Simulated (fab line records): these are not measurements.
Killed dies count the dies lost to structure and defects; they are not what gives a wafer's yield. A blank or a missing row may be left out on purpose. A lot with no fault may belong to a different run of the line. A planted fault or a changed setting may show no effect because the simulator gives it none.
Struck lot and sound lot, side by side / flow n5-finfet / 39 steps out of a route of 1938
Sound: these wafers, L856.3, L856.5, L856.6. The struck wafers were L852.2, L852.4, L852.5. The cause comes at the end.
Each step with rows lists, per side, the tool, then ch with its chambers, then its first start. Under that, the readings that differ: sound wafers / struck wafers / difference of the means / sigmas: that difference in standard deviations of wafers without a fault.
alike: same words and numbers on both sides, and readings whose means sit less than 2 such deviations apart. not compared: any withheld reading, any reading some wafer has no value for, any bound like >300 that may hide the same value, and any number with overlapping values for which the record gives no deviation.
A row with sigmas, a row that says differs or no value, or rows on one side alone: a step with any of these is where the two part. Numbers that don't overlap but have no deviation are shown without sigmas and don't part them. A reading that every wafer of one side lacks parts them only if that side has two wafers or more.

first, 11 steps without rows for these wafers: N5_BEOL_M15_ETCH_38 (etches SiCN in CF4/N2, target depth 106.4 nm, time 120.5 s); N5_BEOL_M15_PRECLEAN_39 (cleans in residue remover, time 60 s); N5_BEOL_M15_SRD_40 (time 30 s, dry time 30 s); N5_BEOL_M15_DEGAS_41 (time 60 s); N5_BEOL_M15_PRE_CLEAN_42 (time 30 s); N5_BEOL_M15_SPUTTER_43 (material TaN, target thk 15 nm, time 24.19 s); N5_BEOL_M15_SPUTTER_44 (material Ta, target thk 15 nm, time 24.19 s); N5_BEOL_M15_SPUTTER_45 (material Cu, target thk 100 nm, time 16.67 s); N5_BEOL_M15_ECD_47 (material Cu, target thk 1860 nm); N5_BEOL_M15_ANNEAL_48 (time 90 s); N5_BEOL_M15_CMP_49 (polishes, stops on SiO2, t overpolish 4.9 s, target thk 850 nm).
N5_BEOL_M15_PRE_CLEAN_52: time 15 s.
  sound on pecvd-03 ch 0,2, day 19 13:47; struck on pecvd-01 ch 0,1,2, day 18 05:29
then, 1 step without rows for these wafers: N5_BEOL_M15_DEP_53 (deposits SiCN from 3MS/NH3, target thk 50 nm, time 17.8 s).
N5_BEOL_M15_INSPECT_55: inspects for defects (darkfield).
  sound on defect-inspect-02, day 19 13:54; struck on defect-inspect-01, day 18 05:36
reading=raw-defect-count; sound=72 79 85; struck=341 389 388; difference=+294; sigmas=+12
then, 16 steps without rows for these wafers: N5_PASSIVATION_PECVD_00 (deposits SiO2 from SiH4/N2O, target thk 200 nm, time 11.2 s); N5_MIM_BOT_DEGAS_01 (time 60 s); N5_MIM_BOT_SPUTTER_00 (material TiN, target thk 35 nm, time 89.7 s); N5_MIM_TOP_ALD_00 (deposits Al2O3, purge time 3 s, co reactant pulse time 3 s); N5_MIM_TOP_ALD_01 (deposits HfO2, target thk 5.6 nm, pulse time 1 s, purge time 3 s); N5_MIM_TOP_ALD_02 (deposits Al2O3, purge time 3 s, co reactant pulse time 3 s); N5_MIM_TOP_DEGAS_04 (time 60 s); N5_MIM_TOP_SPUTTER_03 (material TiN, target thk 35 nm, time 89.7 s); N5_MIM_TOP_LITHO_HMDS_01 (time 60 s); N5_MIM_TOP_LITHO_COAT_02; N5_MIM_TOP_LITHO_EBR_04; N5_MIM_TOP_LITHO_SOFTBAKE_03 (time 90 s); N5_MIM_TOP_LITHO_EXPOSE_05 (exposes mask MIM TOP, target cd 2000 nm); N5_MIM_TOP_LITHO_PEB_06; N5_MIM_TOP_LITHO_DEVELOP_07 (develop time 60 s); N5_MIM_TOP_LITHO_HARDBAKE_09 (time 120 s).
N5_MIM_TOP_LITHO_INSPECT_12: inspects for defects (macro).
  sound on defect-inspect-02, day 19 18:52; struck on defect-inspect-02, day 18 08:41
reading=raw-defect-count; sound=1 2 3; struck=>300 285 292; difference=differs; sigmas=
then, 6 steps without rows for these wafers: N5_MIM_TOP_LITHO_DESCUM_10 (chemistry O2, time 7.9 s); N5_MIM_TOP_ETCH_ETCH_00 (etches TiN in Cl2/BCl3, target depth 38.5 nm); N5_MIM_TOP_ETCH_STRIP_01 (strips in O2); N5_MIM_TOP_ETCH_PECVD_03 (deposits SiNx from SiH4/NH3/N2, target thk 20 nm, time 17.6 s); N5_MIM_BOT_LITHO_HMDS_01 (time 60 s); N5_MIM_BOT_LITHO_COAT_02.
N5_MIM_BOT_LITHO_INSPECT_12: inspects for defects (macro).
  sound on defect-inspect-01, day 19 19:55; struck on defect-inspect-01, day 18 09:36
reading=raw-defect-count; sound=2 3 1; struck=>300 294 291; difference=differs; sigmas=
N5_PASSIVATION_PROBE_49:
  sound on prober-01, day 20 07:41; struck on prober-02, day 18 17:49
reading=defect-limited-yield (%); sound=91.4 91.3 91.9; struck=84.8 84.1 87.6; difference=-6.0; sigmas=-5
reading=killed_at_M4_up; sound=14 14 18; struck=109 103 79; difference=+82; sigmas=+14
reading=killed-dies; sound=101 103 95; struck=179 188 146; difference=+71; sigmas=+5
reading=sort_bin_5_function (%); sound=5.3 5.3 5.0; struck=10.9 9.8 8.1; difference=+4.4; sigmas=+5
reading=sort-n-pass; sound=1079 1077 1085; struck=1001 992 1034; difference=-71; sigmas=-5
reading=sort-yield-pct (%); sound=91.4 91.3 91.9; struck=84.8 84.1 87.6; difference=-6.0; sigmas=-5
  alike: killed_at_M0_to_M3, killed-at-contacts, killed-at-front-end, killed-at-other, killed-open, killed-short, sort_bin_6_memory

WHERE THEY PART
First at N5_BEOL_M15_INSPECT_55; last, within this record, at N5_PASSIVATION_PROBE_49.

WHY: whatever the simulator had introduced
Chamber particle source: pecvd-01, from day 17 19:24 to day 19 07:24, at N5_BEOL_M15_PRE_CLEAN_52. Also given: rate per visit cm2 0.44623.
